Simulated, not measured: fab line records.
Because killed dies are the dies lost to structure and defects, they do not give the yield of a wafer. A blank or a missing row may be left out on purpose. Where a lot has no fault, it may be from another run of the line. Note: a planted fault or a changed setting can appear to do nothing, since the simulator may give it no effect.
fab line records | flow n5_finfet
record: lots: 7 wafers: 21
route steps=1938 shown BEOL_M5@1160 BEOL_M6@1197 BEOL_M7@1289 BEOL_M8@1335
start_h: hours from the record's first day to the start of the lot's first wafer shown | wait_h: hours elapsed since this lot's preceding step | " same as the row above | L1.1+2: several wafers, shown together as one row | - value missing, or start not given | * or withheld: withheld | < > ~ a bound
route shown NAME@n: names a module that has steps shown in the file, with the first one's number in the route | usual: mean/standard deviation of fault-free wafers | same: alike in all rows | chamber/n: place in a boat | sites: per-site readings | _std_site: how widely they spread, as a standard deviation | _edge_site: the outer-site mean with the inner-site mean subtracted | radius_mm: how far each site lies from the wafer's centre | mask NAME#n: copy n | behind: tool/chamber where the wafer was last shaped | hold: the reason the lot was held/the length of the hold in hours/how it ended | device: whichever transistor did not switch (one of n, p or np) | end of line: tests of these same wafers at the route's end | a step without rows: its recipe alone | killed: the dies lost at the first sort to structure and to defects; this is not the yield of the wafer | map: a wafer's dies, marking killed ones x, the rest . and places with no die _
set.NAME: the run value of the setting; set.NAME@STEP: its run value at that earlier step | model.NAME: the simulator's own value behind a step, which no gauge read
lots with deliberately changed settings; one table per step, one row per wafer
== steps ==
step: N5_BEOL_M5_TRENCH_ETCH_37
recipe: chemistry: C4F6/O2 target_depth_a: 716.52 target: SiCOH_lowk time_s: 24.7 ion_energy_ev: 250 pressure_mtorr: 30 source_w: 345 bias_w: 185 Ar_flow_sccm: 300 C4F6_flow_sccm: 10 O2_flow_sccm: 10
usual: rf_vpp_V: 662/6.8
columns lot.wafer tool chamber start_h wait_h set.source_w rf_vpp_V
L079.1 rie_diel-03 1 - - 345 673
L079.2 " 0 " " 345 659
L079.3 " 2 " " 345 654
L078.3 rie_diel-04 1 - - 345 659
L078.5 " 0 " " 345 662
L078.6 " 2 " " 345 656
L084.2 rie_diel-04 2 - - 345 657
L084.3 " 3 " " 366.9 648
L084.4 " 1 " " 345 656
L086.1 rie_diel-04 0 - - 386.5 626
L086.5 " 2 " " 345 655
L086.6 " 1 " " 345 658
L089.2 rie_diel-06 3 - - 345 656
L089.5 " 1 " " 405.6 624
L089.6 " 2 " " 405.6 622
L092.2 rie_diel-03 1 - - 345 672
L092.3 " 0 " " 345 658
L092.6 " 0 " " 345 660
L094.2 rie_diel-03 3 - - 292 719
L094.5 " 0 " " 292 719
L094.6 " 1 " " 345 673
step: N5_BEOL_M6_PECVD_70
recipe: material: SiO2 target_thk_a: 200 temp_c: 400 precursor: TEOS/O2 pressure_torr: 5.5 rf_w: 450 teos_flow_sccm: 53.8 gas: O2 flow_sccm: 3000 time_s: 22.7
columns lot.wafer tool chamber start_h wait_h set.time_s model.SiO2_of_BEOL_M6_PECVD_70.thk_nm
L079.1+3 pecvd-01 2,0 216.86 0.0 22.7 20.2
L079.2 " 1 " " 22.7 20
L078.3 pecvd-01 2 223.01 0.0 22.7 19.8
L078.5 " 1 " " 22.7 20.2
L078.6 " 2 " " 22.7 20
L084.2 pecvd-04 0 252.12 0.0 22.7 20
L084.3 " 1 " " 24.38 21.4
L084.4 " 0 " " 24.38 22
L086.1 pecvd-01 1 263.78 0.0 22.7 19.8
L086.5 " 2 " " 22.7 20.4
L086.6 " 0 " " 22.7 20.2
L089.2 pecvd-01 1 292.92 0.0 22.7 20.2
L089.5 " 1 " " 22.7 20
L089.6 " 2 " " 22.7 20.4
L092.2 pecvd-02 1 297.18 0.0 25.75 22.4
L092.3 " 0 " " 22.7 19.8
L092.6 " 1 " " 25.75 23
L094.2 pecvd-01 2 305.79 0.0 19.94 17.8
L094.5 " 2 " " 19.94 18
L094.6 " 1 " " 22.7 20.2
step: N5_BEOL_M6_HM_DEP_02
recipe: material: TiN target_thk_a: 200 temp_c: 25 chamber_pressure_pa: 0.49996
columns lot.wafer tool chamber start_h wait_h set.target_thk_a model.TiN_of_BEOL_M6_HM_DEP_02.thk_nm
L079.1 pvd_sputter-01 - 216.93 0.1 177.1 17.8
L079.2 " - " " 200 20.2
L079.3 " - " " 177.1 17.6
L078.3 pvd_sputter-02 - 223.73 0.7 200 19.8
L078.5+6 " - " " 200 20
L084.2+4 pvd_sputter-02 - 252.76 0.6 200 20
L084.3 " - " " 223.5 22.4
L086.1+6 pvd_sputter-02 - 264.94 1.1 200 19.8
L086.5 " - " " 200 19.6
L089.2+6 pvd_sputter-01 - 293.32 0.4 200 20
L089.5 " - " " 214.5 21.4
L092.2+6 pvd_sputter-02 - 297.56 0.4 200 19.6
L092.3 " - " " 200 19.8
L094.2+5 pvd_sputter-02 - 306.58 0.8 200 19.8
L094.6 " - " " 200 20
step: N5_BEOL_M6_COAT_59
recipe: resist: SOC temp_c: 250 time_s: 60 spin_rpm: 1500 resist_thk_nm: 100
step: N5_BEOL_M6_COAT_60
recipe: resist: SiARC temp_c: 220 time_s: 60 spin_rpm: 1500 resist_thk_nm: 35
step: N5_BEOL_M6_STRIP_68
recipe: chemistry: N2/H2 temp_c: 40 n2_flow_sccm: 200 h2_flow_sccm: 200 rf_frequency_hz: 6e+07
step: N5_BEOL_M6_STRIP_67
recipe: chemistry: CF4 resist: SiARC power_w: 300 bias_power_w: 75 pressure_mtorr: 50 cf4_flow_sccm: 150 rf_frequency_hz: 6e+07
step: N5_BEOL_M6_HM_OPEN_17
recipe: chemistry: Cl2/BCl3 target_depth_a: 200 overetch_a: 60 target: TiN mask_material: SOC ion_energy_ev: 150 pressure_mtorr: 10 icp_w: 1000 bias_w: 126 Cl2_flow_sccm: 53.25 bcl3_flow_sccm: 21.75 Ar_flow_sccm: 25
columns lot.wafer tool chamber start_h wait_h set.target_thk_a@BEOL_M6_HM_DEP_02 model.etch.depth_nm
L079.1 rie_metal-03 0 217.79 0.0 177.1 17.75
L079.2 " 1 " " 200 20.14
L079.3 " 1 " " 177.1 17.64
L078.3 rie_metal-01 0 224.68 0.1 200 19.77
L078.5 " 1 " " 200 19.98
L078.6 " 0 " " 200 19.94
L084.2 rie_metal-03 0 253.62 0.0 200 20.06
L084.3 " 0 " " 223.5 22.36
L084.4 " 1 " " 200 20.04
L086.1 rie_metal-01 0 265.68 0.0 200 19.77
L086.5 " 1 " " 200 19.67
L086.6 " 0 " " 200 19.85
L089.2 rie_metal-01 1 294.18 0.0 200 20.05
L089.5 " 1 " " 214.5 21.46
L089.6 " 0 " " 200 20.07
L092.2 rie_metal-01 0 298.43 0.0 200 19.67
L092.3 " 1 " " 200 19.8
L092.6 " 1 " " 200 19.63
L094.2 rie_metal-01 1 307.90 0.0 200 19.81
L094.5 " 1 " " 200 19.72
L094.6 " 0 " " 200 19.94
step: N5_BEOL_M6_STRIP_19
recipe: chemistry: O2 power_w: 400 temp_c: 40 pressure_mtorr: 30 rf_frequency_hz: 6e+07 bias_power_w: 0 overash_fraction: 0.2 o2_flow_sccm: 225
step: N5_BEOL_M6_STRIP_76
recipe: chemistry: C4F6/O2 resist: SiARC rf_frequency_hz: 6e+07
step: N5_BEOL_M6_STRIP_36
recipe: chemistry: N2/H2 power_w: 450 temp_c: 40 pressure_mtorr: 20 rf_frequency_hz: 6e+07 overash_fraction: 0.3 bias_power_w: 7 h2_frac: 0.5 n2_flow_sccm: 200 h2_flow_sccm: 200
step: N5_BEOL_M6_TRENCH_ETCH_37
recipe: chemistry: C4F6/O2 target_depth_a: 944.35 target: SiCOH_lowk time_s: 31.5 ion_energy_ev: 250 pressure_mtorr: 30 source_w: 345 bias_w: 185 Ar_flow_sccm: 300 C4F6_flow_sccm: 10 O2_flow_sccm: 10
columns lot.wafer tool chamber start_h wait_h set.target_thk_a@BEOL_M6_HM_DEP_02 model.TiN_of_BEOL_M6_HM_DEP_02.thk_nm
L079.1 rie_diel-05 0 - - 177.1 15.2
L079.2 " 3 " " 200 17.6
L079.3 " 2 " " 177.1 15
L078.3+5+6 rie_diel-01 3,2,0 - - 200 17.2
L084.2 rie_diel-01 2 - - 200 17.2
L084.3 " 0 " " 223.5 19.6
L084.4 " 0 " " 200 17.4
L086.1+5 rie_diel-01 1,3 - - 200 17
L086.6 " 0 " " 200 17.2
L089.2+6 rie_diel-01 1 - - 200 17.4
L089.5 " 2 " " 214.5 18.8
L092.2+6 rie_diel-01 1 - - 200 16.8
L092.3 " 2 " " 200 17
L094.2+5 rie_diel-01 1,2 - - 200 17
L094.6 " 0 " " 200 17.2
step: N5_BEOL_M6_ETCH_41
recipe: chemistry: CH3F/O2 target: SiCN target_depth_a: 297 taper_deg: 2 time_s: 52 ion_energy_ev: 120 mask_material: TiN pressure_mtorr: 30 source_w: 395 bias_w: 75 Ar_flow_sccm: 150 CH3F_flow_sccm: 30 O2_flow_sccm: 20
step: N5_BEOL_M6_STRIP_80
recipe: chemistry: N2/H2 time_s: 10 power_w: 450 temp_c: 40 pressure_mtorr: 20 rf_frequency_hz: 6e+07 bias_power_w: 7 n2_flow_sccm: 200 h2_flow_sccm: 200
step: N5_BEOL_M6_HM_STRIP_39
recipe: chemistry: peroxide_tin_strip material: TiN target_depth_a: 250 temp_c: 50 time_s: 158
columns lot.wafer tool chamber start_h wait_h set.time_s@BEOL_M6_PECVD_70 model.SiO2_of_BEOL_M6_PECVD_70.thk_nm
L079.1+3 wet_bench-06 0,6 220.95 0.0 22.7 20
L079.2 " 7 " " 22.7 19.8
L078.3 wet_bench-06 3 227.48 0.0 22.7 19.6
L078.5 " 7 " " 22.7 20
L078.6 " 2 " " 22.7 19.8
L084.2 wet_bench-06 2 256.19 0.0 22.7 19.8
L084.3 " 4 " " 24.38 21.4
L084.4 " 3 " " 24.38 21.8
L086.1 wet_bench-03 5 267.44 0.0 22.7 19.8
L086.5 " 4 " " 22.7 20.2
L086.6 " 6 " " 22.7 20
L089.2+5 wet_bench-03 2,0 297.27 0.0 22.7 20
L089.6 " 4 " " 22.7 20.2
L092.2 wet_bench-03 4 303.07 0.0 25.75 22.2
L092.3 " 1 " " 22.7 19.8
L092.6 " 3 " " 25.75 22.8
L094.2 wet_bench-03 6 310.37 0.0 19.94 17.6
L094.5 " 5 " " 19.94 17.8
L094.6 " 4 " " 22.7 20
step: N5_BEOL_M7_COAT_71
recipe: resist: underlayer temp_c: 205 time_s: 60 spin_rpm: 1500 resist_thk_nm: 5
columns lot.wafer tool chamber start_h wait_h set.spin_rpm
L079.1+3 litho_track-03 0 - - 1577
L079.2 " 0 " " 1500
L078.3+5+6 litho_track-04 0 - - 1500
L084.2 litho_track-04 0 - - 1584
L084.3+4 " 0 " " 1500
L086.1+5+6 litho_track-03 0 - - 1665
L089.2 litho_track-03 0 - - 1428
L089.5+6 " 0 " " 1500
L092.2 litho_track-02 0 - - 1420
L092.3+6 " 0 " " 1500
L094.2+6 litho_track-02 0 - - 1666
L094.5 " 0 " " 1500
step: N5_BEOL_M7_DESCUM_33
recipe: chemistry: O2 time_s: 7 source_power_w: 50 bias_power_w: 20 pressure_mtorr: 20 rf_frequency_hz: 2.712e+07 temp_c: 40 resist: CAR-EUV o2_flow_sccm: 225
columns lot.wafer tool chamber start_h wait_h set.time_s model.CAR-EUV_of_BEOL_M7_COAT_22.thk_nm
L079.1+2 rie_diel-04 2,3 232.83 0.0 5.781 26.6
L079.3 " 1 " " 7 26
L078.3+5+6 rie_diel-04 1,1,2 235.60 0.3 7 26.2
L084.2+3+4 rie_diel-06 1,2,2 265.56 0.8 7 26.2
L086.1 rie_diel-04 1 273.43 0.0 7 26
L086.5 " 1 " " 6.356 26.4
L086.6 " 2 " " 7 26.2
L089.2+5 rie_diel-06 3 306.05 0.0 5.495 27
L089.6 " 2 " " 7 26.2
L092.2+3+6 rie_diel-06 2,0,3 309.63 0.0 7 26
L094.2+6 rie_diel-04 3 319.62 0.0 7 26
L094.5 " 0 " " 7 26.2
step: N5_BEOL_M7_ETCH_72
recipe: chemistry: N2/H2 target: underlayer target_depth_a: 65 mask_material: CAR-EUV time_s: 5.2 ion_energy_ev: 200 pressure_mtorr: 30 source_w: 840 bias_w: 150 n2_flow_sccm: 200 h2_flow_sccm: 200 ends: cleared
columns lot.wafer tool chamber start_h wait_h set.spin_rpm@BEOL_M7_COAT_71 set.time_s@BEOL_M7_DESCUM_33 model.CAR-EUV_of_BEOL_M7_COAT_22.thk_nm model.etch.depth_nm
L079.1 rie_diel-04 2 232.86 0.0 1577 5.781 21 4.878
L079.2 " 3 " " 1500 5.781 20.8 5.003
L079.3 " 1 " " 1577 7 20.4 4.879
L078.3 rie_diel-04 1 235.64 0.0 1500 7 20.4 4.997
L078.5 " 1 " " 1500 7 20.4 5.003
L078.6 " 2 " " 1500 7 20.4 5.009
L084.2 rie_diel-06 1 265.60 0.0 1584 7 20.6 4.854
L084.3 " 2 " " 1500 7 20.4 4.981
L084.4 " 2 " " 1500 7 20.4 4.983
L086.1+6 rie_diel-04 1,2 273.46 0.0 1665 7 20.6 4.741
L086.5 " 1 " " 1665 6.356 21 4.733
L089.2 rie_diel-06 3 306.09 0.0 1428 5.495 21 5.129
L089.5 " 3 " " 1500 5.495 21.2 4.995
L089.6 " 2 " " 1500 7 20.4 5
L092.2 rie_diel-06 2 309.66 0.0 1420 7 20.2 5.129
L092.3 " 0 " " 1500 7 20.2 4.985
L092.6 " 3 " " 1500 7 20.4 4.969
L094.2 rie_diel-04 3 319.67 0.0 1666 7 20.6 4.727
L094.5 " 0 " " 1500 7 20.4 4.977
L094.6 " 3 " " 1666 7 20.6 4.721
step: N5_BEOL_M7_ETCH_65
recipe: chemistry: CF4 target: SiARC target_depth_a: 156 mask_material: CAR-EUV time_s: 26 ion_energy_ev: 80 pressure_mtorr: 40 source_w: 545 bias_w: 36 Ar_flow_sccm: 100 cf4_flow_sccm: 100 ends: cleared
columns lot.wafer tool chamber start_h wait_h set.time_s@BEOL_M7_DESCUM_33 model.CAR-EUV_of_BEOL_M7_COAT_22.thk_nm
L079.1 rie_diel-04 2 232.88 0.0 5.781 11.8
L079.2 " 3 " " 5.781 11.6
L079.3 " 1 " " 7 11.2
L078.3+5+6 rie_diel-04 1,1,2 235.66 0.0 7 11.2
L084.2 rie_diel-06 1 265.61 0.0 7 11.4
L084.3+4 " 2 " " 7 11.2
L086.1+6 rie_diel-04 1,2 273.48 0.0 7 11.4
L086.5 " 1 " " 6.356 11.6
L089.2 rie_diel-06 3 306.10 0.0 5.495 11.8
L089.5 " 3 " " 5.495 12
L089.6 " 2 " " 7 11.2
L092.2+3+6 rie_diel-06 2,0,3 309.68 0.0 7 11
L094.2+6 rie_diel-04 3 319.70 0.0 7 11.4
L094.5 " 0 " " 7 11.2
step: N5_BEOL_M8_PECVD_70
recipe: material: SiO2 target_thk_a: 200 temp_c: 400 precursor: TEOS/O2 pressure_torr: 5.5 rf_w: 450 teos_flow_sccm: 53.8 gas: O2 flow_sccm: 3000 time_s: 22.7
columns lot.wafer tool chamber start_h wait_h set.temp_c model.SiO2_of_BEOL_M8_PECVD_70.thk_nm
L079.1 pecvd-01 2 236.16 0.0 392.1 20.8
L079.2 " 1 " " 400 19.8
L079.3 " 0 " " 400 20
L078.3+5 pecvd-01 0,1 240.17 0.0 400 20.2
L078.6 " 2 " " 400 20
L084.2 pecvd-01 2 269.95 0.0 400 19.6
L084.3 " 1 " " 408.2 18.6
L084.4 " 2 " " 400 20
L086.1 pecvd-04 0 278.10 0.0 394 20.6
L086.5+6 " 0,2 " " 400 20.2
L089.2 pecvd-03 0 310.90 0.0 400 19.4
L089.5+6 " 1,0 " " 400 19.8
L092.2+3 pecvd-03 0,2 313.69 0.0 400 19.4
L092.6 " 0 " " 400 19.8
L094.2 pecvd-03 1 324.99 0.0 400 19.8
L094.5 " 1 " " 412.6 18.2
L094.6 " 0 " " 400 20.2
step: N5_BEOL_M8_EXPOSE_25
recipe: mask_id: V7 na: 0.33 source_shape: annular sigma_inner: 0.4 sigma_outer: 0.8 polarization: unpolarized target_cd_nm: 40 dose_mj: 42.5
columns lot.wafer tool chamber start_h wait_h mask set.dose_mj
L079.1 euv_scanner-01 0 239.33 - V7#0 43.8
L079.2+3 " 0 " " V7#0 42.5
L078.3+5+6 euv_scanner-01 0 243.09 - V7#0 42.5
L084.2+3+4 euv_scanner-02 0 274.31 - V7#0 42.5
L086.1+5 euv_scanner-02 0 281.21 - V7#0 44.79
L086.6 " 0 " " V7#0 42.5
L089.2+6 euv_scanner-01 0 313.63 - V7#0 45.39
L089.5 " 0 " " V7#0 42.5
L092.2+3 euv_scanner-01 0 319.42 - V7#0 39.83
L092.6 " 0 " " V7#0 42.5
L094.2+5 euv_scanner-02 0 327.94 - V7#0 44.76
L094.6 " 0 " " V7#0 42.5
step: N5_BEOL_M8_PEB_26
recipe: peb_temp_c: 100 peb_time_s: 60 resist: CAR-EUV
step: N5_BEOL_M8_DEVELOP_27
recipe: develop_time_s: 30 developer: TMAH resist: CAR-EUV rinse_liquid: surfactant_rinse dry: air_spin dev_temp_c: 23
step: N5_BEOL_M8_CD_MEAS_28
recipe: target_cd_nm: 40 landing_energy_ev: 500 detector: se_inlens
usual: cd_nm: 39.94/0.21
columns lot.wafer tool chamber start_h wait_h set.dose_mj@BEOL_M8_EXPOSE_25 cd_nm
L079.1 cd_sem-03 0 239.47 - 43.8 40.44
L079.2 " 0 " " 42.5 39.70
L079.3 " 0 " " 42.5 40.12
L078.3 cd_sem-01 0 243.21 - 42.5 39.90
L078.5 " 0 " " 42.5 40.10
L078.6 " 0 " " 42.5 39.84
L084.2 cd_sem-01 0 274.43 - 42.5 39.72
L084.3 " 0 " " 42.5 39.65
L084.4 " 0 " " 42.5 40.00
L086.1 cd_sem-01 0 281.34 - 44.79 40.82
L086.5 " 0 " " 44.79 41.14
L086.6 " 0 " " 42.5 39.79
L089.2 cd_sem-03 0 313.76 - 45.39 40.96
L089.5 " 0 " " 42.5 39.89
L089.6 " 0 " " 45.39 41.00
L092.2 cd_sem-01 0 319.54 - 39.83 38.61
L092.3 " 0 " " 39.83 38.05
L092.6 " 0 " " 42.5 39.81
L094.2 cd_sem-03 0 328.07 - 44.76 41.02
L094.5 " 0 " " 44.76 41.07
L094.6 " 0 " " 42.5 39.82
== key ==
split: step: N5_BEOL_M5_TRENCH_ETCH_37 setting: source_w stated: 345 by: wafer
response: step: N5_BEOL_M5_TRENCH_ETCH_37 reading: rf_vpp_V change: -2.33 per: 1% r: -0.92
split: step: N5_BEOL_M6_PECVD_70 setting: time_s stated: 22.7 by: wafer
response: step: N5_BEOL_M6_PECVD_70 reading: model.SiO2_of_BEOL_M6_PECVD_70.thk_nm change: +0.208 per: 1% r: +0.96
response: step: N5_BEOL_M6_HM_STRIP_39 reading: model.SiO2_of_BEOL_M6_PECVD_70.thk_nm change: +0.202 per: 1% r: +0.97
split: step: N5_BEOL_M6_HM_DEP_02 setting: target_thk_a stated: 200 by: wafer
response: step: N5_BEOL_M6_HM_DEP_02 reading: model.TiN_of_BEOL_M6_HM_DEP_02.thk_nm change: +0.208 per: 1% r: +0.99
response: step: N5_BEOL_M6_HM_OPEN_17 reading: model.etch.depth_nm change: +0.203 per: 1% r: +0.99
response: step: N5_BEOL_M6_TRENCH_ETCH_37 reading: model.TiN_of_BEOL_M6_HM_DEP_02.thk_nm change: +0.205 per: 1% r: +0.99
split: step: N5_BEOL_M7_COAT_71 setting: spin_rpm stated: 1500 by: wafer
response: step: N5_BEOL_M7_ETCH_72 reading: model.etch.depth_nm change: -0.0242 per: 1% r: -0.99
split: step: N5_BEOL_M7_DESCUM_33 setting: time_s stated: 7 by: wafer
response: step: N5_BEOL_M7_DESCUM_33 reading: model.CAR-EUV_of_BEOL_M7_COAT_22.thk_nm change: -0.0358 per: 1% r: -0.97
response: step: N5_BEOL_M7_ETCH_72 reading: model.CAR-EUV_of_BEOL_M7_COAT_22.thk_nm change: -0.0323 per: 1% r: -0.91
response: step: N5_BEOL_M7_ETCH_65 reading: model.CAR-EUV_of_BEOL_M7_COAT_22.thk_nm change: -0.0301 per: 1% r: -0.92
split: step: N5_BEOL_M8_PECVD_70 setting: temp_c stated: 400 by: wafer
response: step: N5_BEOL_M8_PECVD_70 reading: model.SiO2_of_BEOL_M8_PECVD_70.thk_nm change: -0.518 per: 1% r: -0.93
split: step: N5_BEOL_M8_EXPOSE_25 setting: dose_mj stated: 42.5 by: wafer
response: step: N5_BEOL_M8_CD_MEAS_28 reading: cd_nm change: +0.205 per: 1% r: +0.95
